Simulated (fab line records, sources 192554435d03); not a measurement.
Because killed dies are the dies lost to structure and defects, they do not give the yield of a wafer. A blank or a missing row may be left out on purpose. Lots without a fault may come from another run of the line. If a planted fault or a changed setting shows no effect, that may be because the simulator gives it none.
fab line records ; flow n5Finfet ; part 2 of 2: steps 29 to 34 of 34
[record] lots = 5; wafers = 15; lastDay = 16
route steps=1938 shown BEOL_M6@1199
lots with no fault: from the same line, run without faults
startH: start of the lot's first displayed wafer, in hours after the record's first day ; waitH: hours from the lot's prior step to this one ; " the same as in the row above ; L1.1+2: one row covering several wafers at once ; - value missing, or start not given ; * or withheld: withheld ; < > ~ a bound
route shown NAME@n: names a module that has steps shown in the file, with the first one's number in the route ; usual: mean/standard deviation taken from wafers without a fault ; same: alike in all rows ; chamber/n: place in a boat ; sites: readings site by site ; _std_site: how widely they spread, as a standard deviation ; _edge_site: mean of outer sites minus mean of inner sites ; radiusMm: for every site, how far away it sits from the centre of the wafer ; mask NAME#n: copy n ; behind: the tool/chamber that last shaped the wafer ; hold: what put the lot on hold/how long, in hours/how the hold closed ; device: transistor that didn't switch, given as n, p or np ; end of line: the same wafers' tests at the end of the route ; a step with no rows: only its recipe ; killed: not the wafer's yield, but the dies lost to structure and defects at the first sort ; map: per-die view of a wafer (x killed, . not killed, _ where there is no die)
set.NAME: the setting as run; set.NAME@STEP: as run at that earlier step ; model.NAME: the simulator's own value behind a step, which no gauge read
lots seen at some steps along the route; tables by step, rows by wafer
services: a tool's chamber out of use, with start hour (startH, from the record's first day; less than 0 if before it), hours out, and reason
[[steps]]
[step N5_BEOL_M6_CD_MEAS_28]
[recipe] targetCdNm = 40; landingEnergyEv = 500; detector = seInlens
[usual] cdNm = 40.00/0.25
lot.wafer;tool;chamber;startH;waitH;cdNm
L074.4;cdSem-01;0;187.49;-;40.17
L074.5;cdSem-01;0;187.49;-;39.76
L074.6;cdSem-01;0;187.49;-;39.99
L075.2;cdSem-03;0;193.34;-;40.27
L075.4;cdSem-03;0;193.34;-;40.10
L075.6;cdSem-03;0;193.34;-;40.30
L078.2;cdSem-03;0;213.45;-;40.39
L078.3;cdSem-03;0;213.45;-;39.84
L078.4;cdSem-03;0;213.45;-;40.29
L091.2;cdSem-03;0;298.32;-;39.61
L091.4;cdSem-03;0;298.32;-;40.37
L091.5;cdSem-03;0;298.32;-;40.01
L094.1;cdSem-03;0;304.31;-;40.21
L094.3;cdSem-03;0;304.31;-;40.01
L094.4;cdSem-03;0;304.31;-;40.07
[step N5_BEOL_M6_OVL_MEAS_29]
[recipe] pointsPerWafer = 522
[usual] V5_OVL = 0.1/0.68
[same] pointsPerWafer = 522
lot.wafer;tool;chamber;startH;waitH;V5_OVL[nm]
L074.4;overlay-02;0;187.53;0.0;-0.4
L074.5;overlay-02;0;187.53;0.0;-0.6
L074.6;overlay-02;0;187.53;0.0;-1.1
L075.2;overlay-01;0;193.37;0.0;-1.1
L075.4;overlay-01;0;193.37;0.0;0.3
L075.6;overlay-01;0;193.37;0.0;0.3
L078.2;overlay-01;0;213.48;0.0;0.4
L078.3;overlay-01;0;213.48;0.0;0.5
L078.4;overlay-01;0;213.48;0.0;0.0
L091.2;overlay-01;0;298.35;0.0;2.0
L091.4;overlay-01;0;298.35;0.0;1.1
L091.5;overlay-01;0;298.35;0.0;-0.4
L094.1;overlay-02;0;304.34;0.0;-0.1
L094.3;overlay-02;0;304.34;0.0;-0.3
L094.4;overlay-02;0;304.34;0.0;0.7
[step N5_BEOL_M6_INSPECT_30]
[recipe] mode = adi; inspectInstrument = brightfield
[usual] rawDefectCount = 410/120
lot.wafer;tool;chamber;startH;waitH;rawDefectCount
L074.4;defectInspect-01;-;187.57;0.0;461
L074.5;defectInspect-01;-;187.57;0.0;329
L074.6;defectInspect-01;-;187.57;0.0;354
L075.2;defectInspect-01;-;193.43;0.0;364
L075.4;defectInspect-01;-;193.43;0.0;394
L075.6;defectInspect-01;-;193.43;0.0;439
L078.2;defectInspect-01;-;213.54;0.0;290
L078.3;defectInspect-01;-;213.54;0.0;210
L078.4;defectInspect-01;-;213.54;0.0;322
L091.2;defectInspect-01;-;298.40;0.0;768
L091.4;defectInspect-01;-;298.40;0.0;513
L091.5;defectInspect-01;-;298.40;0.0;508
L094.1;defectInspect-01;-;304.40;0.1;249
L094.3;defectInspect-01;-;304.40;0.1;398
L094.4;defectInspect-01;-;304.40;0.1;401
[step N5_BEOL_M6_DESCUM_33]
[recipe] chemistry = O2; timeS = 7; sourcePowerW = 50; biasPowerW = 20; pressureMtorr = 20; rfFrequencyHz = 2.712e+07; tempC = 40; resist = CAR-EUV; o2FlowSccm = 225
[usual] drypumpMotorCurrentA = 5.7/0.53; oesProductAu = 0.79/0.091; rfVppV = 243.6/1.4; showerheadPlenumPTorr = 2.12/0.06; throttleValvePct = 20.46/0.27
lot.wafer;tool;chamber;startH;waitH;drypumpMotorCurrentA;oesProductAu;rfHoursCounterH;rfVppV;showerheadPlenumPTorr;throttleValvePct
L074.4;rieDiel-05;0;187.61;0.0;6.6;0.69;241;243.1;2.06;20.34
L074.5;rieDiel-05;1;187.61;0.0;5.7;0.78;-;244.7;2.19;20.55
L074.6;rieDiel-05;2;187.61;0.0;5.1;0.69;-;244.4;2.15;20.65
L075.2;rieDiel-01;1;193.46;0.0;5.9;0.93;14;243.6;2.05;20.35
L075.4;rieDiel-01;0;193.46;0.0;5.1;0.83;66;242.1;2.03;20.43
L075.6;rieDiel-01;0;193.46;0.0;5.2;0.82;-;243.0;2.03;20.42
L078.2;rieDiel-05;3;213.57;0.0;5.7;0.85;61;245.7;2.20;20.00
L078.3;rieDiel-05;1;213.57;0.0;5.8;0.78;108;243.6;2.19;20.55
L078.4;rieDiel-05;1;213.57;0.0;5.7;0.77;-;246.3;2.19;20.56
L091.2;rieDiel-01;2;298.44;0.0;6.1;0.71;230;242.2;2.17;20.73
L091.4;rieDiel-01;0;298.44;0.0;5.1;0.78;102;241.5;2.02;20.45
L091.5;rieDiel-01;3;298.44;0.0;5.2;0.69;-;244.7;2.16;21.07
L094.1;rieDiel-06;2;304.58;0.2;6.6;0.93;14;244.6;2.14;20.35
L094.3;rieDiel-06;0;304.58;0.2;4.9;0.81;89;240.9;2.05;20.63
L094.4;rieDiel-06;3;304.58;0.2;5.8;0.69;205;242.3;2.08;20.76
[step N5_BEOL_M6_ETCH_72]
[recipe] chemistry = N2/H2; target = underlayer; targetDepthA = 65; maskMaterial = CAR-EUV; timeS = 5.2; ionEnergyEv = 200; pressureMtorr = 30; sourceW = 840; biasW = 150; n2FlowSccm = 200; h2FlowSccm = 200; ends = cleared
[usual] drypumpMotorCurrentA = 5.7/0.53; etchRfOnTimeS = 5.21/0.078; oesProductAu = 0.68/0.079; rfVppV = 524.8/2.4; showerheadPlenumPTorr = 2.57/0.079; throttleValvePct = 17.85/0.25
lot.wafer;tool;chamber;startH;waitH;drypumpMotorCurrentA;etchRfOnTimeS;oesProductAu;rfHoursCounterH;rfVppV;showerheadPlenumPTorr;throttleValvePct
L074.4;rieDiel-05;0;187.64;0.0;6.6;5.14;0.58;241;522.4;2.50;17.91
L074.5;rieDiel-05;1;187.64;0.0;5.7;5.25;0.67;-;527.3;2.67;18.01
L074.6;rieDiel-05;2;187.64;0.0;5.1;5.18;0.59;-;524.0;2.63;18.15
L075.2;rieDiel-01;1;193.50;0.0;6.0;5.09;0.81;14;524.5;2.49;17.72
L075.4;rieDiel-01;0;193.50;0.0;5.2;5.28;0.70;66;521.2;2.45;17.71
L075.6;rieDiel-01;0;193.50;0.0;5.1;5.28;0.69;-;521.5;2.45;17.66
L078.2;rieDiel-05;3;213.61;0.0;5.7;5.32;0.71;61;527.9;2.68;17.53
L078.3;rieDiel-05;1;213.61;0.0;5.7;5.32;0.67;108;526.4;2.67;18.01
L078.4;rieDiel-05;1;213.61;0.0;5.7;5.31;0.66;-;526.8;2.67;18.00
L091.2;rieDiel-01;2;298.47;0.0;6.1;5.20;0.61;230;523.1;2.63;18.19
L091.4;rieDiel-01;0;298.47;0.0;5.2;5.33;0.67;102;521.8;2.44;17.76
L091.5;rieDiel-01;3;298.47;0.0;5.2;5.11;0.60;-;525.8;2.59;18.27
L094.1;rieDiel-06;2;304.62;0.0;6.6;5.34;0.79;14;527.5;2.59;17.54
L094.3;rieDiel-06;0;304.62;0.0;4.9;5.17;0.69;89;522.4;2.47;17.89
L094.4;rieDiel-06;3;304.62;0.0;5.8;5.18;0.59;205;523.8;2.52;18.13
[step N5_BEOL_M6_ETCH_65]
[recipe] chemistry = CF4; target = SiARC; targetDepthA = 156; maskMaterial = CAR-EUV; timeS = 26; ionEnergyEv = 80; pressureMtorr = 40; sourceW = 545; biasW = 36; Ar_flow_sccm = 100; cf4FlowSccm = 100; ends = cleared
[usual] drypumpMotorCurrentA = 5.7/0.53; etchRfOnTimeS = 26.1/0.43; oesProductAu = 0.68/0.078; rfVppV = 184.2/1.2; showerheadPlenumPTorr = 2.17/0.062; throttleValvePct = 15.64/0.26
lot.wafer;tool;chamber;startH;waitH;drypumpMotorCurrentA;etchRfOnTimeS;oesProductAu;rfHoursCounterH;rfVppV;showerheadPlenumPTorr;throttleValvePct
L074.4;rieDiel-05;0;187.66;0.0;6.6;26.3;0.58;241;182.3;2.11;15.62
L074.5;rieDiel-05;1;187.66;0.0;5.8;26.5;0.68;-;185.6;2.25;15.75
L074.6;rieDiel-05;2;187.66;0.0;5.1;26.5;0.58;-;185.3;2.20;15.94
L075.2;rieDiel-01;1;193.51;0.0;5.9;25.8;0.80;14;185.0;2.10;15.45
L075.4;rieDiel-01;0;193.51;0.0;5.2;27.3;0.70;66;183.1;2.08;15.58
L075.6;rieDiel-01;0;193.51;0.0;5.1;27.4;0.68;-;184.2;2.08;15.59
L078.2;rieDiel-05;3;213.62;0.0;5.7;26.1;0.71;61;184.5;2.25;15.27
L078.3;rieDiel-05;1;213.62;0.0;5.7;26.8;0.65;108;184.5;2.24;15.80
L078.4;rieDiel-05;1;213.62;0.0;5.8;26.6;0.66;-;185.0;2.24;15.79
L091.2;rieDiel-01;2;298.49;0.0;6.1;25.8;0.61;230;186.8;2.20;15.83
L091.4;rieDiel-01;0;298.49;0.0;5.1;26.9;0.66;102;184.0;2.06;15.67
L091.5;rieDiel-01;3;298.49;0.0;5.2;25.5;0.59;-;183.3;2.20;16.16
L094.1;rieDiel-06;2;304.64;0.0;6.6;26.2;0.79;14;184.9;2.19;15.44
L094.3;rieDiel-06;0;304.64;0.0;4.9;25.4;0.69;89;183.7;2.08;15.69
L094.4;rieDiel-06;3;304.64;0.0;5.8;26.0;0.60;205;183.2;2.12;15.96
[[services]]
tool;chamber;startH;hours;kind
euvScanner-01;-;170.04;1.0;pm
arfiScanner-02;-;174.73;1.3;pm
euvScanner-01;-;175.00;4.6;pm
arfiScanner-02;-;176.03;1.0;pm
arfiScanner-03;-;181.69;0.3;repair
rieMetal-01;1;181.95;1.7;repair
euvScanner-02;-;184.17;12.2;repair
arfiScanner-03;-;186.12;1.3;pm
rieDiel-01;1;194.65;3.8;repair
arfiScanner-02;-;201.14;4.9;pm
euvScanner-01;-;203.26;17.3;pm
rieDiel-05;1;208.51;1.2;repair
arfiScanner-03;-;219.96;0.8;pm
euvScanner-01;-;224.92;2.9;repair
euvScanner-02;-;227.82;1.0;pm
euvScanner-01;-;228.83;1.0;pm
rieDiel-06;-;229.49;2.8;pm
arfiScanner-02;-;233.13;0.8;pm
euvScanner-01;-;236.12;0.6;repair
rieDiel-05;1;251.98;3.1;repair
euvScanner-01;-;282.34;1.0;pm
rieDiel-01;2;285.88;1.5;repair
rieDiel-01;0;288.34;2.1;repair
arfiScanner-02;-;300.23;1.3;pm
